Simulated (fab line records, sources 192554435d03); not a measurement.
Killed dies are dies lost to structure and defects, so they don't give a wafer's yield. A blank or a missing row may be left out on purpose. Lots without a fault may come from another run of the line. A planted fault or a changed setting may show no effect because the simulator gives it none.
Split-lot experiment | flow n5_finfet | 7 lots, 39 wafers read, on a route of 1938 steps

THE SPLIT
At N5_SPACER0_ALD_08 (deposits SiNx, target thk 2 nm), the setting target_thk_a was moved away from the recipe's 20 angstrom on 9 of the 39 wafers read, by -45.2% to +54.3%. The other wafers ran this setting at the recipe's value.

FROM THE SPLIT TO THE READING: what the file shows between them, 3 steps
- N5_SD_EPI_N_COAT_32: time 60 s, resist thk 350 nm
- N5_SD_EPI_N_STRIP_18: strips in SPM, time 750 s
- N5_SD_EPI_N_SRD_20: time 30 s

THE READING
SiNx_of_SPACER0_ALD_08.thk_nm (the simulator's own value, which no gauge read), in nm, at N5_SD_EPI_N_PRECLEAN_48 (cleans in NF3:NH3, afs cycles 2, time 20 s, sublimation time 60 s). The file gives no usual value for it. The 30 wafers here that ran the recipe average 1.3 nm, standard deviation 0.1 nm.

wafer  | tool, chamber at the split | target_thk_a as run, angstrom | against the recipe | SiNx_of_SPACER0_ALD_08.thk_nm, nm | against lot-mates on the recipe
L077.1 | ald_sin-03, 3              | 10.95                         | -45.2%             | 0.4                               | -0.9
L077.2 | ald_sin-03, 0,3            | 10.95                         | -45.2%             | 0.4                               | -0.9
L077.5 | ald_sin-03, 0,3            | 10.95                         | -45.2%             | 0.4                               | -0.9
L077.3 | ald_sin-03, 1,2,0          | 20                            | recipe             | 1.2                               | -
L077.4 | ald_sin-03, 1,2,0          | 20                            | recipe             | 1.4                               | -
L077.6 | ald_sin-03, 1,2,0          | 20                            | recipe             | 1.4                               | -
L081.1 | ald_sin-02, 1,3,0,2,3,2    | 20                            | recipe             | 1.2                               | -
L081.2 | ald_sin-02, 1,3,0,2,3,2    | 20                            | recipe             | 1.2                               | -
L081.3 | ald_sin-02, 1,3,0,2,3,2    | 20                            | recipe             | 1.2                               | -
L081.4 | ald_sin-02, 1,3,0,2,3,2    | 20                            | recipe             | 1.2                               | -
L081.5 | ald_sin-02, 1,3,0,2,3,2    | 20                            | recipe             | 1.2                               | -
L081.6 | ald_sin-02, 1,3,0,2,3,2    | 20                            | recipe             | 1.2                               | -
L082.1 | ald_sin-01, 3              | 27.09                         | +35.5%             | 2                                 | +0.7
L082.3 | ald_sin-01, 2,3            | 27.09                         | +35.5%             | 2                                 | +0.7
L082.5 | ald_sin-01, 2,3            | 27.09                         | +35.5%             | 2                                 | +0.7
L082.2 | ald_sin-01, 0,1,2          | 20                            | recipe             | 1.2                               | -
L082.6 | ald_sin-01, 0,1,2          | 20                            | recipe             | 1.2                               | -
L082.4 | ald_sin-01, 0,1,2          | 20                            | recipe             | 1.4                               | -
L083.1 | ald_sin-03, 3,2,3          | 20                            | recipe             | 1.4                               | -
L083.3 | ald_sin-03, 3,2,3          | 20                            | recipe             | 1.4                               | -
L083.6 | ald_sin-03, 3,2,3          | 20                            | recipe             | 1.4                               | -
L089.1 | ald_sin-03, 1,3,0,2,2,1    | 20                            | recipe             | 1.2                               | -
L089.2 | ald_sin-03, 1,3,0,2,2,1    | 20                            | recipe             | 1.2                               | -
L089.3 | ald_sin-03, 1,3,0,2,2,1    | 20                            | recipe             | 1.2                               | -
L089.4 | ald_sin-03, 1,3,0,2,2,1    | 20                            | recipe             | 1.2                               | -
L089.6 | ald_sin-03, 1,3,0,2,2,1    | 20                            | recipe             | 1.2                               | -
L089.5 | ald_sin-03, 1,3,0,2,2,1    | 20                            | recipe             | 1.4                               | -
L090.1 | ald_sin-01, 2,0,1          | 20                            | recipe             | 1.4                               | -
L090.3 | ald_sin-01, 2,0,1          | 20                            | recipe             | 1.4                               | -
L090.4 | ald_sin-01, 2,0,1          | 20                            | recipe             | 1.4                               | -
L090.2 | ald_sin-01, 3,3,0          | 30.86                         | +54.3%             | 2.4                               | +1.0
L090.5 | ald_sin-01, 3,3,0          | 30.86                         | +54.3%             | 2.4                               | +1.0
L090.6 | ald_sin-01, 3,3,0          | 30.86                         | +54.3%             | 2.4                               | +1.0
L091.1 | ald_sin-01, 1,2,0,3,3,2    | 20                            | recipe             | 1.4                               | -
L091.2 | ald_sin-01, 1,2,0,3,3,2    | 20                            | recipe             | 1.4                               | -
L091.3 | ald_sin-01, 1,2,0,3,3,2    | 20                            | recipe             | 1.4                               | -
L091.4 | ald_sin-01, 1,2,0,3,3,2    | 20                            | recipe             | 1.4                               | -
L091.5 | ald_sin-01, 1,2,0,3,3,2    | 20                            | recipe             | 1.4                               | -
L091.6 | ald_sin-01, 1,2,0,3,3,2    | 20                            | recipe             | 1.4                               | -
Where a row lists several chambers, the file gives one row for several wafers and doesn't say which wafer went through which chamber.

THE FIT
A straight line over all 39 wafers: SiNx_of_SPACER0_ALD_08.thk_nm changes by +0.02 nm for each +1% of target_thk_a; r = +0.98; the points scatter about the line by 0.09 nm.
The same after taking each lot's own level away (the mean of its wafers on the recipe; 39 wafers): +0.0196 nm for each +1%; r = +0.99; scatter 0.054 nm.
On that fit, the largest move of target_thk_a shifts the reading by 1.1 nm.
The lots' own levels span 1.20 to 1.40 nm, that is 2.0 times the standard deviation above.
So the lot-to-lot level changes the slope little: the two slopes agree.
Check: with one of the wafers moved furthest among these (+54.3%) left out of the fit, the line predicts +1.07 nm for it against its lot-mates. It came out at +1 nm against them.

OTHER SPLITS ON THESE WAFERS
These wafers also went through other splits before the reading. Each is held against what the fit with the lots' levels taken away leaves over:
other split on the same wafers        | wafers away from the commonest value | r with SiNx_of_SPACER0_ALD_08.thk_nm (lot level and that fit taken away)
N5_FIN_SAQP_SPACER1_ALD_24 ald_cycles | 12                                   | -0.07

THE WHOLE CHAIN: every reading that the file lists as answering this split, in the file's order
step                    | what it does                                                      | reading                                                                        | change (the file's fit)                | r (the file's)
N5_SPACER0_ALD_08       | deposits SiNx, target thk 2 nm                                    | SiNx_of_SPACER0_ALD_08.thk_nm (the simulator's own value, which no gauge read) | +0.0191 nm for each +1% of the setting | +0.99
N5_SD_EPI_N_PRECLEAN_48 | cleans in NF3:NH3, afs cycles 2, time 20 s, sublimation time 60 s | SiNx_of_SPACER0_ALD_08.thk_nm (the simulator's own value, which no gauge read) | +0.0196 nm for each +1% of the setting | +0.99

THE FILE'S OWN FIT
SiNx_of_SPACER0_ALD_08.thk_nm changes by +0.0196 nm for each +1% of target_thk_a, r = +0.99.
